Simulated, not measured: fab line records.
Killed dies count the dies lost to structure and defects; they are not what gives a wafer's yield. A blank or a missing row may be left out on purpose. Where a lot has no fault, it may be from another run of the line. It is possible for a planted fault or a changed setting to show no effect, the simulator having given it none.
Which tool did it? :: flow nand-harc :: Sampling: 24 lots, 72 wafers, 4 of 1302 route steps

== WHAT EACH GAUGE READ, for each wafer ==
NHARC_A_ONON_D2_THK_MEAS_30: measures by ellipsometry.
lot: L076
measured: day 13 05:16
on: film-metro-02
thk-nm (nm): 1011 1014 1013

lot: L075
measured: day 13 05:29
on: film-metro-02
thk-nm (nm): 991 991 991

lot: L074
measured: day 13 16:35
on: film-metro-01
thk-nm (nm): 1003 1002 1002

lot: L077
measured: day 14 02:46
on: film-metro-02
thk-nm (nm): 991 992 993

lot: L078
measured: day 14 02:46
on: film-metro-01
thk-nm (nm): 997 997 999

lot: L079
measured: day 15 03:48
on: film-metro-01
thk-nm (nm): 1000 998 999

lot: L080
measured: day 15 03:47
on: film-metro-02
thk-nm (nm): 1009 1009 1010

lot: L081
measured: day 16 12:31
on: film-metro-01
thk-nm (nm): 1000 997 999

lot: L082
measured: day 16 12:10
on: film-metro-01
thk-nm (nm): 992 995 995

lot: L083
measured: day 16 12:39
on: film-metro-02
thk-nm (nm): 1002 1001 1002

lot: L084
measured: day 16 12:18
on: film-metro-01
thk-nm (nm): 998 998 997

lot: L085
measured: day 17 06:46
on: film-metro-02
thk-nm (nm): 1012 1012 1013

lot: L086
measured: day 17 21:46
on: film-metro-01
thk-nm (nm): 1008 1007 1009

lot: L088
measured: day 18 19:16
on: film-metro-02
thk-nm (nm): 1007 1007 1007

lot: L089
measured: day 18 19:16
on: film-metro-01
thk-nm (nm): 1021 1021 1022

lot: L087
measured: day 18 19:16
on: film-metro-01
thk-nm (nm): 1012 1013 1011

lot: L090
measured: day 19 18:49
on: film-metro-01
thk-nm (nm): 984 983 984

lot: L091
measured: day 19 18:49
on: film-metro-02
thk-nm (nm): 995 995 995

lot: L092
measured: day 20 00:19
on: film-metro-01
thk-nm (nm): 1009 1008 1006

lot: L093
measured: day 20 13:48
on: film-metro-02
thk-nm (nm): 1006 1009 1008

lot: L094
measured: day 21 00:26
on: film-metro-02
thk-nm (nm): 1006 1008 1007

lot: L095
measured: day 22 04:54
on: film-metro-01
thk-nm (nm): 1001 1002 1002

lot: L096
measured: day 22 04:53
on: film-metro-02
thk-nm (nm): 994 994 993

lot: L097
measured: day 22 12:14
on: film-metro-01
thk-nm (nm): 1007 1009 1008

== WHAT TOOL EACH LOT RAN ON (gives the tool, then ch and the chambers of the sampled wafers, and finally the start) ==
lot: L076
NHARC_A_CHANNEL_HOLE_D1_ETCH_44: rie-diel-10 ch 0,1,3, day 9 05:10
NHARC_A_CHANNEL_FILL_D1_ETCHBACK_20: rie-diel-07 ch 1,3, day 10 06:22
NHARC_A_CHANNEL_FILL_D1_STRIP_29: rie-diel-06 ch 0,2,3, day 13 05:16 or earlier

lot: L075
NHARC_A_CHANNEL_HOLE_D1_ETCH_44: rie-diel-11 ch 0,1,2, day 9 05:25
NHARC_A_CHANNEL_FILL_D1_ETCHBACK_20: rie-diel-03 ch 1,2, day 10 06:23
NHARC_A_CHANNEL_FILL_D1_STRIP_29: rie-diel-03 ch 1,3, day 13 05:29 or earlier

lot: L074
NHARC_A_CHANNEL_HOLE_D1_ETCH_44: rie-diel-10 ch 0,1, day 9 08:52
NHARC_A_CHANNEL_FILL_D1_ETCHBACK_20: rie-diel-03 ch 0,2,3, day 10 11:26
NHARC_A_CHANNEL_FILL_D1_STRIP_29: rie-diel-06 ch 0,3, day 13 16:35 or earlier

lot: L077
NHARC_A_CHANNEL_HOLE_D1_ETCH_44: rie-diel-10 ch 2,3, day 9 22:37
NHARC_A_CHANNEL_FILL_D1_ETCHBACK_20: rie-diel-07 ch 0,2,3, day 11 02:24
NHARC_A_CHANNEL_FILL_D1_STRIP_29: rie-diel-06 ch 0,1, day 14 02:46 or earlier

lot: L078
NHARC_A_CHANNEL_HOLE_D1_ETCH_44: rie-diel-08 ch 0,1,2, day 10 06:05
NHARC_A_CHANNEL_FILL_D1_ETCHBACK_20: rie-diel-03 ch 1,2, day 11 08:04
NHARC_A_CHANNEL_FILL_D1_STRIP_29: rie-diel-06 ch 0,1,2, day 14 02:46 or earlier

lot: L079
NHARC_A_CHANNEL_HOLE_D1_ETCH_44: rie-diel-08 ch 0,1,3, day 11 02:01
NHARC_A_CHANNEL_FILL_D1_ETCHBACK_20: rie-diel-07 ch 0,2,3, day 12 04:29
NHARC_A_CHANNEL_FILL_D1_STRIP_29: rie-diel-07 ch 0,3, day 15 03:48 or earlier

lot: L080
NHARC_A_CHANNEL_HOLE_D1_ETCH_44: rie-diel-08 ch 0,1,2, day 11 03:55
NHARC_A_CHANNEL_FILL_D1_ETCHBACK_20: rie-diel-03 ch 1,2,3, day 12 04:29
NHARC_A_CHANNEL_FILL_D1_STRIP_29: rie-diel-06 ch 2,3, day 12 22:23

lot: L081
NHARC_A_CHANNEL_HOLE_D1_ETCH_44: rie-diel-10 ch 0,1, day 12 05:19
NHARC_A_CHANNEL_FILL_D1_ETCHBACK_20: rie-diel-06 ch 0,2,3, day 13 06:53
NHARC_A_CHANNEL_FILL_D1_STRIP_29: rie-diel-03 ch 0,1,2, day 16 12:31 or earlier

lot: L082
NHARC_A_CHANNEL_HOLE_D1_ETCH_44: rie-diel-08 ch 0,1, day 12 07:22
NHARC_A_CHANNEL_FILL_D1_ETCHBACK_20: rie-diel-03 ch 0,1, day 13 06:53
NHARC_A_CHANNEL_FILL_D1_STRIP_29: rie-diel-07 ch 0,1,2, day 16 12:10 or earlier

lot: L083
NHARC_A_CHANNEL_HOLE_D1_ETCH_44: rie-diel-08 ch 0,1,3, day 12 12:05
NHARC_A_CHANNEL_FILL_D1_ETCHBACK_20: rie-diel-06 ch 0,1,2, day 13 14:05
NHARC_A_CHANNEL_FILL_D1_STRIP_29: rie-diel-06 ch 1,2,3, day 14 07:39

lot: L084
NHARC_A_CHANNEL_HOLE_D1_ETCH_44: rie-diel-10 ch 1,2, day 12 12:35
NHARC_A_CHANNEL_FILL_D1_ETCHBACK_20: rie-diel-03 ch 1,2,3, day 13 14:07
NHARC_A_CHANNEL_FILL_D1_STRIP_29: rie-diel-03 ch 0,1,2, day 16 12:18 or earlier

lot: L085
NHARC_A_CHANNEL_HOLE_D1_ETCH_44: rie-diel-10 ch 0,2,3, day 13 03:56
NHARC_A_CHANNEL_FILL_D1_ETCHBACK_20: rie-diel-06 ch 1,3, day 14 05:08
NHARC_A_CHANNEL_FILL_D1_STRIP_29: rie-diel-03 ch 0,2, day 17 06:46 or earlier

lot: L086
NHARC_A_CHANNEL_HOLE_D1_ETCH_44: rie-diel-10 ch 0,3, day 13 14:51
NHARC_A_CHANNEL_FILL_D1_ETCHBACK_20: rie-diel-03 ch 0,1, day 14 16:58
NHARC_A_CHANNEL_FILL_D1_STRIP_29: rie-diel-03 ch 1,2,3, day 17 21:46 or earlier

lot: L088
NHARC_A_CHANNEL_HOLE_D1_ETCH_44: rie-diel-10 ch 0,2, day 14 18:26
NHARC_A_CHANNEL_FILL_D1_ETCHBACK_20: rie-diel-03 ch 0,3, day 15 19:47
NHARC_A_CHANNEL_FILL_D1_STRIP_29: rie-diel-03 ch 1,2,3, day 18 19:16 or earlier

lot: L089
NHARC_A_CHANNEL_HOLE_D1_ETCH_44: rie-diel-08 ch 0,1, day 14 19:01
NHARC_A_CHANNEL_FILL_D1_ETCHBACK_20: rie-diel-06 ch 1,2,3, day 15 19:49
NHARC_A_CHANNEL_FILL_D1_STRIP_29: rie-diel-06 ch 0,1,3, day 18 19:16 or earlier

lot: L087
NHARC_A_CHANNEL_HOLE_D1_ETCH_44: rie-diel-10 ch 0,2,3, day 14 22:35
NHARC_A_CHANNEL_FILL_D1_ETCHBACK_20: rie-diel-03 ch 1,2,3, day 15 23:53
NHARC_A_CHANNEL_FILL_D1_STRIP_29: rie-diel-06 ch 0,2,3, day 18 19:16 or earlier

lot: L090
NHARC_A_CHANNEL_HOLE_D1_ETCH_44: rie-diel-08 ch 0,2,3, day 15 09:47
NHARC_A_CHANNEL_FILL_D1_ETCHBACK_20: rie-diel-07 ch 0,1, day 16 11:21
NHARC_A_CHANNEL_FILL_D1_STRIP_29: rie-diel-07 ch 0,2, day 19 18:49 or earlier

lot: L091
NHARC_A_CHANNEL_HOLE_D1_ETCH_44: rie-diel-11 ch 1,2,3, day 15 17:44
NHARC_A_CHANNEL_FILL_D1_ETCHBACK_20: rie-diel-06 ch 0,2,3, day 16 21:31
NHARC_A_CHANNEL_FILL_D1_STRIP_29: rie-diel-07 ch 0,1,2, day 19 18:49 or earlier

lot: L092
NHARC_A_CHANNEL_HOLE_D1_ETCH_44: rie-diel-10 ch 0,3, day 16 02:04
NHARC_A_CHANNEL_FILL_D1_ETCHBACK_20: rie-diel-06 ch 1,2,3, day 17 03:19
NHARC_A_CHANNEL_FILL_D1_STRIP_29: rie-diel-06 ch 0,1,3, day 20 00:19 or earlier

lot: L093
NHARC_A_CHANNEL_HOLE_D1_ETCH_44: rie-diel-10 ch 0,2, day 16 10:13
NHARC_A_CHANNEL_FILL_D1_ETCHBACK_20: rie-diel-03 ch 0,2, day 17 13:43
NHARC_A_CHANNEL_FILL_D1_STRIP_29: rie-diel-06 ch 0,1,2, day 20 13:48 or earlier

lot: L094
NHARC_A_CHANNEL_HOLE_D1_ETCH_44: rie-diel-10 ch 1,2,3, day 16 19:58
NHARC_A_CHANNEL_FILL_D1_ETCHBACK_20: rie-diel-07 ch 1,2,3, day 17 21:26
NHARC_A_CHANNEL_FILL_D1_STRIP_29: rie-diel-07 ch 0,1,2, day 21 00:26 or earlier

lot: L095
NHARC_A_CHANNEL_HOLE_D1_ETCH_44: rie-diel-10 ch 0,2, day 17 22:40
NHARC_A_CHANNEL_FILL_D1_ETCHBACK_20: rie-diel-07 ch 1,2,3, day 19 00:49
NHARC_A_CHANNEL_FILL_D1_STRIP_29: rie-diel-03 ch 1,2, day 22 04:54 or earlier

lot: L096
NHARC_A_CHANNEL_HOLE_D1_ETCH_44: rie-diel-10 ch 0,1, day 18 02:32
NHARC_A_CHANNEL_FILL_D1_ETCHBACK_20: rie-diel-03 ch 0,1,2, day 19 03:50
NHARC_A_CHANNEL_FILL_D1_STRIP_29: rie-diel-07 ch 0,2, day 22 04:53 or earlier

lot: L097
NHARC_A_CHANNEL_HOLE_D1_ETCH_44: rie-diel-10 ch 0,1, day 18 06:40
NHARC_A_CHANNEL_FILL_D1_ETCHBACK_20: rie-diel-07 ch 0,1,2, day 19 08:21
NHARC_A_CHANNEL_FILL_D1_STRIP_29: rie-diel-07 ch 0,1, day 22 12:14 or earlier
- NHARC_A_CHANNEL_HOLE_D1_ETCH_44: etches the open film in CF4/O2, target depth 140 nm, overetch 14 nm, time 77 s.
- NHARC_A_CHANNEL_FILL_D1_ETCHBACK_20: etches the open film in C4F8/O2/Ar, target depth 27 nm, time 13.5 s.
- NHARC_A_CHANNEL_FILL_D1_STRIP_29: strips in O2, time 20 s.

== WHAT THE TOOLS THEMSELVES READ (means of the sampled wafers that have a number; where no wafer has one, the mark that the record gives instead) ==
NHARC_A_CHANNEL_HOLE_D1_ETCH_44.
lot: L076
tool: rie-diel-10
drypump-motor-current-A (A): 5.76
oes-product-au (a.u.): 1.000
rf-vpp-V (V): 197.3
showerhead-plenum-p-Torr (Torr): 1.35
throttle-valve-pct (%): 13.403

lot: L075
tool: rie-diel-11
drypump-motor-current-A (A): 5.71
oes-product-au (a.u.): 1.006
rf-vpp-V (V): 199.0
showerhead-plenum-p-Torr (Torr): 1.36
throttle-valve-pct (%): 13.405

lot: L074
tool: rie-diel-10
drypump-motor-current-A (A): 5.60
oes-product-au (a.u.): 1.004
rf-vpp-V (V): 198.7
showerhead-plenum-p-Torr (Torr): 1.34
throttle-valve-pct (%): 13.389

lot: L077
tool: rie-diel-10
drypump-motor-current-A (A): 5.97
oes-product-au (a.u.): 1.003
rf-vpp-V (V): 198.5
showerhead-plenum-p-Torr (Torr): 1.37
throttle-valve-pct (%): 13.403

lot: L078
tool: rie-diel-08
drypump-motor-current-A (A): 5.50
oes-product-au (a.u.): 0.991
rf-vpp-V (V): 198.2
showerhead-plenum-p-Torr (Torr): 1.36
throttle-valve-pct (%): 13.396

lot: L079
tool: rie-diel-08
drypump-motor-current-A (A): 5.59
oes-product-au (a.u.): 0.997
rf-vpp-V (V): 198.8
showerhead-plenum-p-Torr (Torr): 1.36
throttle-valve-pct (%): 13.397

lot: L080
tool: rie-diel-08
drypump-motor-current-A (A): 5.51
oes-product-au (a.u.): 0.997
rf-vpp-V (V): 197.3
showerhead-plenum-p-Torr (Torr): 1.36
throttle-valve-pct (%): 13.397

lot: L081
tool: rie-diel-10
drypump-motor-current-A (A): 5.58
oes-product-au (a.u.): 1.010
rf-vpp-V (V): 197.2
showerhead-plenum-p-Torr (Torr): 1.32
throttle-valve-pct (%): 13.406

lot: L082
tool: rie-diel-08
drypump-motor-current-A (A): 5.42
oes-product-au (a.u.): 0.997
rf-vpp-V (V): 198.4
showerhead-plenum-p-Torr (Torr): 1.37
throttle-valve-pct (%): 13.398

lot: L083
tool: rie-diel-08
drypump-motor-current-A (A): 5.58
oes-product-au (a.u.): 0.998
rf-vpp-V (V): 197.7
showerhead-plenum-p-Torr (Torr): 1.36
throttle-valve-pct (%): 13.395

lot: L084
tool: rie-diel-10
drypump-motor-current-A (A): 5.59
oes-product-au (a.u.): 1.005
rf-vpp-V (V): 197.9
showerhead-plenum-p-Torr (Torr): 1.36
throttle-valve-pct (%): 13.392

lot: L085
tool: rie-diel-10
drypump-motor-current-A (A): 5.79
oes-product-au (a.u.): 1.000
rf-vpp-V (V): 198.0
showerhead-plenum-p-Torr (Torr): 1.34
throttle-valve-pct (%): 13.395

lot: L086
tool: rie-diel-10
drypump-motor-current-A (A): 5.96
oes-product-au (a.u.): 1.004
rf-vpp-V (V): 197.7
showerhead-plenum-p-Torr (Torr): 1.35
throttle-valve-pct (%): 13.404

lot: L088
tool: rie-diel-10
drypump-motor-current-A (A): 5.58
oes-product-au (a.u.): 1.004
rf-vpp-V (V): 197.7
showerhead-plenum-p-Torr (Torr): 1.32
throttle-valve-pct (%): 13.392

lot: L089
tool: rie-diel-08
drypump-motor-current-A (A): 5.42
oes-product-au (a.u.): 0.992
rf-vpp-V (V): 199.6
showerhead-plenum-p-Torr (Torr): 1.37
throttle-valve-pct (%): 13.395

lot: L087
tool: rie-diel-10
drypump-motor-current-A (A): 5.76
oes-product-au (a.u.): 1.005
rf-vpp-V (V): 198.2
showerhead-plenum-p-Torr (Torr): 1.34
throttle-valve-pct (%): 13.394

lot: L090
tool: rie-diel-08
drypump-motor-current-A (A): 5.58
oes-product-au (a.u.): 0.995
rf-vpp-V (V): 197.1
showerhead-plenum-p-Torr (Torr): 1.33
throttle-valve-pct (%): 13.388

lot: L091
tool: rie-diel-11
drypump-motor-current-A (A): 5.23
oes-product-au (a.u.): 1.016
rf-vpp-V (V): 198.2
showerhead-plenum-p-Torr (Torr): 1.37
throttle-valve-pct (%): 13.405

lot: L092
tool: rie-diel-10
drypump-motor-current-A (A): 5.75
oes-product-au (a.u.): 1.004
rf-vpp-V (V): 197.3
showerhead-plenum-p-Torr (Torr): 1.33
throttle-valve-pct (%): 13.401

lot: L093
tool: rie-diel-10
drypump-motor-current-A (A): 5.58
oes-product-au (a.u.): 0.992
rf-vpp-V (V): 198.4
showerhead-plenum-p-Torr (Torr): 1.33
throttle-valve-pct (%): 13.406

lot: L094
tool: rie-diel-10
drypump-motor-current-A (A): 5.80
oes-product-au (a.u.): 1.000
rf-vpp-V (V): 198.7
showerhead-plenum-p-Torr (Torr): 1.36
throttle-valve-pct (%): 13.397

lot: L095
tool: rie-diel-10
drypump-motor-current-A (A): 5.58
oes-product-au (a.u.): 0.995
rf-vpp-V (V): 198.0
showerhead-plenum-p-Torr (Torr): 1.31
throttle-valve-pct (%): 13.391

lot: L096
tool: rie-diel-10
drypump-motor-current-A (A): 5.61
oes-product-au (a.u.): 1.007
rf-vpp-V (V): 197.5
showerhead-plenum-p-Torr (Torr): 1.34
throttle-valve-pct (%): 13.400

lot: L097
tool: rie-diel-10
drypump-motor-current-A (A): 5.59
oes-product-au (a.u.): 1.013
rf-vpp-V (V): 198.3
showerhead-plenum-p-Torr (Torr): 1.32
throttle-valve-pct (%): 13.395

NHARC_A_CHANNEL_FILL_D1_ETCHBACK_20.
lot: L076
tool: rie-diel-07
oes-product-au (a.u.): 0.97
rf-vpp-V (V): 983

lot: L075
tool: rie-diel-03
oes-product-au (a.u.): 1.00
rf-vpp-V (V): 979

lot: L074
tool: rie-diel-03
oes-product-au (a.u.): 1.01
rf-vpp-V (V): 978

lot: L077
tool: rie-diel-07
oes-product-au (a.u.): 0.93
rf-vpp-V (V): 976

lot: L078
tool: rie-diel-03
oes-product-au (a.u.): 0.93
rf-vpp-V (V): 977

lot: L079
tool: rie-diel-07
oes-product-au (a.u.): 0.92
rf-vpp-V (V): 976

lot: L080
tool: rie-diel-03
oes-product-au (a.u.): 1.00
rf-vpp-V (V): 977

lot: L081
tool: rie-diel-06
oes-product-au (a.u.): 1.00
rf-vpp-V (V): 980

lot: L082
tool: rie-diel-03
oes-product-au (a.u.): 1.01
rf-vpp-V (V): 977

lot: L083
tool: rie-diel-06
oes-product-au (a.u.): 0.92
rf-vpp-V (V): 986

lot: L084
tool: rie-diel-03
oes-product-au (a.u.): 1.01
rf-vpp-V (V): 976

lot: L085
tool: rie-diel-06
oes-product-au (a.u.): 1.02
rf-vpp-V (V): 981

lot: L086
tool: rie-diel-03
oes-product-au (a.u.): 1.01
rf-vpp-V (V): 976

lot: L088
tool: rie-diel-03
oes-product-au (a.u.): 1.01
rf-vpp-V (V): 976

lot: L089
tool: rie-diel-06
oes-product-au (a.u.): 1.00
rf-vpp-V (V): 981

lot: L087
tool: rie-diel-03
oes-product-au (a.u.): 1.01
rf-vpp-V (V): 976

lot: L090
tool: rie-diel-07
oes-product-au (a.u.): 0.99
rf-vpp-V (V): 978

lot: L091
tool: rie-diel-06
oes-product-au (a.u.): 0.99
rf-vpp-V (V): 979

lot: L092
tool: rie-diel-06
oes-product-au (a.u.): 1.00
rf-vpp-V (V): 981

lot: L093
tool: rie-diel-03
oes-product-au (a.u.): 0.94
rf-vpp-V (V): 981

lot: L094
tool: rie-diel-07
oes-product-au (a.u.): 0.92
rf-vpp-V (V): 980

lot: L095
tool: rie-diel-07
oes-product-au (a.u.): 0.93
rf-vpp-V (V): 980

lot: L096
tool: rie-diel-03
oes-product-au (a.u.): 0.93
rf-vpp-V (V): 978

lot: L097
tool: rie-diel-07
oes-product-au (a.u.): 0.92
rf-vpp-V (V): 979

NHARC_A_CHANNEL_FILL_D1_STRIP_29.
lot: L076
tool: rie-diel-06
drypump-motor-current-A (A): 5.6
oes-product-au (a.u.): 1.002
rf-vpp-V (V): 58.4
showerhead-plenum-p-Torr (Torr): 3.57
throttle-valve-pct (%): 17.033

lot: L075
tool: rie-diel-03
drypump-motor-current-A (A): 5.9
oes-product-au (a.u.): 1.000
rf-vpp-V (V): 57.2
showerhead-plenum-p-Torr (Torr): 3.43
throttle-valve-pct (%): 17.039

lot: L074
tool: rie-diel-06
drypump-motor-current-A (A): 5.9
oes-product-au (a.u.): 0.989
rf-vpp-V (V): 56.8
showerhead-plenum-p-Torr (Torr): 3.41
throttle-valve-pct (%): 17.040

lot: L077
tool: rie-diel-06
drypump-motor-current-A (A): 5.6
oes-product-au (a.u.): 0.987
rf-vpp-V (V): 58.2
showerhead-plenum-p-Torr (Torr): 3.66
throttle-valve-pct (%): 17.040

lot: L078
tool: rie-diel-06
drypump-motor-current-A (A): 5.4
oes-product-au (a.u.): 1.002
rf-vpp-V (V): 57.6
showerhead-plenum-p-Torr (Torr): 3.72
throttle-valve-pct (%): 17.040

lot: L079
tool: rie-diel-07
drypump-motor-current-A (A): 6.5
oes-product-au (a.u.): 1.000
rf-vpp-V (V): 57.5
showerhead-plenum-p-Torr (Torr): 3.46
throttle-valve-pct (%): 17.045

lot: L080
tool: rie-diel-06
drypump-motor-current-A (A): 5.4
oes-product-au (a.u.): 1.014
rf-vpp-V (V): 58.6
showerhead-plenum-p-Torr (Torr): 3.63
throttle-valve-pct (%): 17.038

lot: L081
tool: rie-diel-03
drypump-motor-current-A (A): 6.0
oes-product-au (a.u.): 1.014
rf-vpp-V (V): 57.5
showerhead-plenum-p-Torr (Torr): 3.54
throttle-valve-pct (%): 17.031

lot: L082
tool: rie-diel-07
drypump-motor-current-A (A): 5.8
oes-product-au (a.u.): 1.000
rf-vpp-V (V): 57.7
showerhead-plenum-p-Torr (Torr): 3.55
throttle-valve-pct (%): 17.036

lot: L083
tool: rie-diel-06
drypump-motor-current-A (A): 5.4
oes-product-au (a.u.): 1.003
rf-vpp-V (V): 57.7
showerhead-plenum-p-Torr (Torr): 3.62
throttle-valve-pct (%): 17.037

lot: L084
tool: rie-diel-03
drypump-motor-current-A (A): 6.0
oes-product-au (a.u.): 1.014
rf-vpp-V (V): 57.9
showerhead-plenum-p-Torr (Torr): 3.53
throttle-valve-pct (%): 17.029

lot: L085
tool: rie-diel-03
drypump-motor-current-A (A): 6.0
oes-product-au (a.u.): 1.007
rf-vpp-V (V): 58.1
showerhead-plenum-p-Torr (Torr): 3.59
throttle-valve-pct (%): 17.030

lot: L086
tool: rie-diel-03
drypump-motor-current-A (A): 5.9
oes-product-au (a.u.): 1.002
rf-vpp-V (V): 56.3
showerhead-plenum-p-Torr (Torr): 3.48
throttle-valve-pct (%): 17.025

lot: L088
tool: rie-diel-03
drypump-motor-current-A (A): 5.9
oes-product-au (a.u.): 1.013
rf-vpp-V (V): 57.7
showerhead-plenum-p-Torr (Torr): 3.48
throttle-valve-pct (%): 17.035

lot: L089
tool: rie-diel-06
drypump-motor-current-A (A): 5.6
oes-product-au (a.u.): 0.996
rf-vpp-V (V): 57.3
showerhead-plenum-p-Torr (Torr): 3.56
throttle-valve-pct (%): 17.034

lot: L087
tool: rie-diel-06
drypump-motor-current-A (A): 5.6
oes-product-au (a.u.): 0.995
rf-vpp-V (V): 58.1
showerhead-plenum-p-Torr (Torr): 3.57
throttle-valve-pct (%): 17.037

lot: L090
tool: rie-diel-07
drypump-motor-current-A (A): 6.3
oes-product-au (a.u.): 0.994
rf-vpp-V (V): 56.9
showerhead-plenum-p-Torr (Torr): 3.45
throttle-valve-pct (%): 17.042

lot: L091
tool: rie-diel-07
drypump-motor-current-A (A): 5.9
oes-product-au (a.u.): 0.988
rf-vpp-V (V): 57.6
showerhead-plenum-p-Torr (Torr): 3.55
throttle-valve-pct (%): 17.038

lot: L092
tool: rie-diel-06
drypump-motor-current-A (A): 5.6
oes-product-au (a.u.): 1.003
rf-vpp-V (V): 57.0
showerhead-plenum-p-Torr (Torr): 3.56
throttle-valve-pct (%): 17.039

lot: L093
tool: rie-diel-06
drypump-motor-current-A (A): 5.4
oes-product-au (a.u.): 1.006
rf-vpp-V (V): 58.6
showerhead-plenum-p-Torr (Torr): 3.72
throttle-valve-pct (%): 17.040

lot: L094
tool: rie-diel-07
drypump-motor-current-A (A): 5.8
oes-product-au (a.u.): 1.007
rf-vpp-V (V): 58.0
showerhead-plenum-p-Torr (Torr): 3.55
throttle-valve-pct (%): 17.042

lot: L095
tool: rie-diel-03
drypump-motor-current-A (A): 6.1
oes-product-au (a.u.): 1.002
rf-vpp-V (V): 58.1
showerhead-plenum-p-Torr (Torr): 3.56
throttle-valve-pct (%): 17.036

lot: L096
tool: rie-diel-07
drypump-motor-current-A (A): 6.2
oes-product-au (a.u.): 1.011
rf-vpp-V (V): 57.3
showerhead-plenum-p-Torr (Torr): 3.48
throttle-valve-pct (%): 17.039

lot: L097
tool: rie-diel-07
drypump-motor-current-A (A): 5.4
oes-product-au (a.u.): 0.992
rf-vpp-V (V): 58.7
showerhead-plenum-p-Torr (Torr): 3.62
throttle-valve-pct (%): 17.030

== THE ANSWER, worked out from the rows above alone ==
Rule: what is usual is taken from the lots themselves. The widest of any qualifying gaps counts: lots, ordered by their means at a reading, are off when they make up no more than a third of the lots, leave a main group of 4 or more, and stand apart from it by 3 or more times the standard deviation of that group's means. The tables above print the reading to a certain number of digits; a main group whose means all agree to those digits is not used. Also off: a lot with no number at a reading for which 4 or more lots have one. All remaining lots with rows at the step are treated as sound. The gauges are gone through in route order, then the tools' own readings, and for those a lot's mean is taken as printed above. The first step at which some lot is off is used, and at that step the reading that is off furthest; a lot without a number counts as furthest.
Across all readings shown, no lot is off: no conclusion can be drawn from this.

== WHAT WAS PUT IN BY THE SIMULATOR ==
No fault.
